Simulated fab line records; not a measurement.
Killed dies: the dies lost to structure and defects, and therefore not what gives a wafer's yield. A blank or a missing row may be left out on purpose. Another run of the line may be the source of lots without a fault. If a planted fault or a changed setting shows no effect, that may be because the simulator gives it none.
Matching of chambers :: flow n5_finfet :: N5_MOL_CONTACT_COAG_ETCH_89 on rie_diel-02 has 4 sister chambers
The step etches underlayer in N2/H2, target depth 13 nm, time 10.4 s. 8 wafers are shown with their chamber, then 10 later ones without.

## WAFERS WITH THEIR CHAMBER
wafer: L078.5
chamber: 3
showerhead_plenum_p_Torr (Torr): 2.54
throttle_valve_pct (%): 17.82

wafer: L080.5
chamber: 0
showerhead_plenum_p_Torr (Torr): 2.40
throttle_valve_pct (%): 17.58

wafer: L084.1
chamber: 0
showerhead_plenum_p_Torr (Torr): 2.40
throttle_valve_pct (%): 17.59

wafer: L084.4
chamber: 2
showerhead_plenum_p_Torr (Torr): 2.64
throttle_valve_pct (%): 18.37

wafer: L086.3
chamber: 2
showerhead_plenum_p_Torr (Torr): 2.64
throttle_valve_pct (%): 18.40

wafer: L086.5
chamber: 1
showerhead_plenum_p_Torr (Torr): 2.63
throttle_valve_pct (%): 17.91

wafer: L087.1
chamber: 3
showerhead_plenum_p_Torr (Torr): 2.53
throttle_valve_pct (%): 17.87

wafer: L087.4
chamber: 1
showerhead_plenum_p_Torr (Torr): 2.63
throttle_valve_pct (%): 17.94

## WAFERS WITHOUT THEIR CHAMBER
wafer: L087.5
showerhead_plenum_p_Torr (Torr): 2.63
throttle_valve_pct (%): 17.91

wafer: L089.1
showerhead_plenum_p_Torr (Torr): 2.40
throttle_valve_pct (%): 17.62

wafer: L089.4
showerhead_plenum_p_Torr (Torr): 2.64
throttle_valve_pct (%): 18.40

wafer: L089.5
showerhead_plenum_p_Torr (Torr): 2.64
throttle_valve_pct (%): 18.40

wafer: L090.1
showerhead_plenum_p_Torr (Torr): 2.40
throttle_valve_pct (%): 17.61

wafer: L090.2
showerhead_plenum_p_Torr (Torr): 2.63
throttle_valve_pct (%): 17.92

wafer: L090.5
showerhead_plenum_p_Torr (Torr): 2.63
throttle_valve_pct (%): 17.94

wafer: L097.1
showerhead_plenum_p_Torr (Torr): 2.63
throttle_valve_pct (%): 18.43

wafer: L097.3
showerhead_plenum_p_Torr (Torr): 2.52
throttle_valve_pct (%): 17.90

wafer: L097.5
showerhead_plenum_p_Torr (Torr): 2.63
throttle_valve_pct (%): 18.40

## CHAMBER TAKEN BY EACH
wafer: L087.5
from the rows above: 1
in truth: 1

wafer: L089.1
from the rows above: 0
in truth: 0

wafer: L089.4
from the rows above: 2
in truth: 2

wafer: L089.5
from the rows above: 2
in truth: 2

wafer: L090.1
from the rows above: 0
in truth: 0

wafer: L090.2
from the rows above: 1
in truth: 1

wafer: L090.5
from the rows above: 1
in truth: 1

wafer: L097.1
from the rows above: 2
in truth: 2

wafer: L097.3
from the rows above: 3
in truth: 3

wafer: L097.5
from the rows above: 2
in truth: 2
Correctly placed: 10 of 10. From these rows, 0 cannot be placed. 0 placed wrongly.
How it was worked out, from the rows above alone: a wafer's distance from a chamber is the root of the sum, over the readings, of the square of ((its reading less the chamber's mean) divided by the reading's scatter). If the next closest chamber is less than 2 further off than the closest, the wafer can't be placed; otherwise it belongs to the closest. A chamber's mean is the mean of its shown wafers. The scatter: the root of (the sum of the squares of (reading less its chamber's mean) over the shown wafers, divided by (wafers less chambers)).
